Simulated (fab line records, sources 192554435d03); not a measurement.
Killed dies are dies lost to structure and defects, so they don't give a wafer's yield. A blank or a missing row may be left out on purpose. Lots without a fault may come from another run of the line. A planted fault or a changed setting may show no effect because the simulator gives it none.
Chamber matching | flow n5_finfet | N5_MOL_CONTACT_COAG_ETCH_15 on rie_diel-02: 4 sister chambers
The step etches SiNx in CH3F/O2, stops on Si:P, target depth 7 nm. 4 wafers are shown with their chamber, then 9 later ones without.

WAFERS WITH THEIR CHAMBER
wafer  | chamber | throttle_valve_pct (%)
L085.1 | 1       | 16.18
L093.1 | 3       | 16.27
L093.3 | 0       | 16.38
L093.4 | 2       | 16.80

WAFERS WITHOUT THEIR CHAMBER
wafer  | throttle_valve_pct (%)
L094.1 | 16.80
L094.5 | 16.29
L094.6 | 16.80
L095.2 | 16.28
L095.5 | 16.80
L095.6 | 16.28
L097.1 | 16.28
L097.2 | 16.81
L097.4 | 16.21

WHICH CHAMBER EACH WENT THROUGH
wafer  | from the rows above | in truth
L094.1 | 2                   | 2
L094.5 | 3                   | 3
L094.6 | 2                   | 2
L095.2 | 3                   | 3
L095.5 | 2                   | 2
L095.6 | 3                   | 3
L097.1 | 3                   | 3
L097.2 | 2                   | 2
L097.4 | 1                   | 1
Placed correctly: 9 of 9. Can't be placed from these rows: 0. Placed wrongly: 0.
How it was worked out, from the rows above alone: a wafer's distance from a chamber is the root of the sum, over the readings, of the square of ((its reading less the chamber's mean) divided by the reading's scatter). The wafer belongs to the nearest chamber; if the next one is less than 2 further off, it can't be placed. A chamber's mean is the mean of its shown wafers. The scatter: with one shown wafer a chamber, the root of the mean of the squares of how far each hidden wafer lies from its nearest shown one.
